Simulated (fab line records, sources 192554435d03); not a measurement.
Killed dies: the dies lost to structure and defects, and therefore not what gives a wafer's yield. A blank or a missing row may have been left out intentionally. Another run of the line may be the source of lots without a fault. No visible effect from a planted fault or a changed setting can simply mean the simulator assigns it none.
Matching of chambers | flow n5-finfet | N5_BEOL_M5_DESCUM_33 on rie-diel-04: 4 sister chambers
The step chemistry O2, time 7 s. 27 wafers are shown with their chamber, then 12 later ones without.

== WAFERS, EACH WITH ITS CHAMBER ==
wafer  | chamber | drypump-motor-current-A (A) | showerhead-plenum-p-Torr (Torr) | throttle-valve-pct (%)
L074.1 | 2       | 6.4                         | 2.13                            | 20.49
L074.3 | 3       | 5.7                         | 2.11                            | 20.34
L074.6 | 0       | 5.9                         | 2.12                            | 20.42
L075.1 | 3       | 5.7                         | 2.11                            | 20.33
L075.3 | 1       | 5.3                         | 2.03                            | 20.11
L075.4 | 0       | 5.9                         | 2.12                            | 20.43
L079.1 | 1       | 5.4                         | 2.03                            | 20.13
L079.3 | 2       | 6.4                         | 2.13                            | 20.49
L079.4 | 3       | 5.7                         | 2.11                            | 20.35
L078.2 | 0       | 5.9                         | 2.12                            | 20.43
L078.4 | 1       | 5.3                         | 2.03                            | 20.12
L078.5 | 3       | 5.7                         | 2.11                            | 20.34
L081.1 | 1       | 5.3                         | 2.03                            | 20.11
L081.4 | 0       | 5.9                         | 2.12                            | 20.45
L081.5 | 0       | 5.9                         | 2.12                            | 20.44
L083.1 | 2       | 6.4                         | 2.13                            | 20.52
L083.5 | 2       | 6.3                         | 2.13                            | 20.53
L083.6 | 3       | 5.7                         | 2.10                            | 20.37
L082.1 | 2       | 6.4                         | 2.13                            | 20.50
L082.3 | 3       | 5.7                         | 2.11                            | 20.35
L082.5 | 2       | 6.4                         | 2.13                            | 20.51
L084.2 | 3       | 5.7                         | 2.10                            | 20.36
L084.3 | 0       | 5.9                         | 2.12                            | 20.43
L084.5 | 2       | 6.4                         | 2.13                            | 20.51
L088.1 | 3       | 5.7                         | 2.10                            | 20.39
L088.4 | 2       | 6.4                         | 2.12                            | 20.52
L088.5 | 0       | 5.9                         | 2.11                            | 20.45

SIGNATURES, as means of the wafers listed above
reading                  | chamber 0 | chamber 1 | chamber 2 | chamber 3 | scatter within a chamber
drypump-motor-current-A  | 5.900     | 5.325     | 6.388     | 5.700     | 0.0266
showerhead-plenum-p-Torr | 2.1186    | 2.0300    | 2.1288    | 2.1063    | 0.00396
throttle-valve-pct       | 20.4357   | 20.1175   | 20.5087   | 20.3538   | 0.0149
Rule: for each reading, subtract the chamber's mean from the wafer's reading, divide by that reading's scatter and square the result; add these up over the readings and take the root, which gives the wafer's distance from the chamber. The wafer belongs to the nearest chamber; if the next one is less than 2 further off, it can't be placed. The scatter: take each reading less its chamber's mean, square it, sum over the shown wafers, divide by the number of wafers less the number of chambers, and take the root.

== WAFERS WHOSE CHAMBER IS MISSING ==
wafer  | drypump-motor-current-A (A) | showerhead-plenum-p-Torr (Torr) | throttle-valve-pct (%)
L090.1 | 5.3                         | 2.02                            | 20.14
L090.3 | 6.4                         | 2.12                            | 20.53
L090.5 | 6.4                         | 2.12                            | 20.53
L094.1 | 5.7                         | 2.10                            | 20.41
L094.5 | 6.4                         | 2.12                            | 20.55
L094.6 | 5.7                         | 2.10                            | 20.39
L096.1 | 5.4                         | 2.02                            | 20.18
L096.5 | 6.3                         | 2.12                            | 20.55
L096.6 | 5.4                         | 2.02                            | 20.16
L095.2 | 5.4                         | 2.02                            | 20.15
L095.4 | 5.7                         | 2.10                            | 20.40
L095.6 | 5.7                         | 2.09                            | 20.41

== EACH ONE'S CHAMBER ==
wafer  | from the rows above | in truth
L090.1 | 1                   | 1
L090.3 | 2                   | 2
L090.5 | 2                   | 2
L094.1 | 3                   | 3
L094.5 | 2                   | 2
L094.6 | 3                   | 3
L096.1 | 1                   | 1
L096.5 | 2                   | 2
L096.6 | 1                   | 1
L095.2 | 1                   | 1
L095.4 | 3                   | 3
L095.6 | 3                   | 3
Placed correctly: 12 of 12. From these rows, 0 cannot be placed. Number placed wrongly: 0.
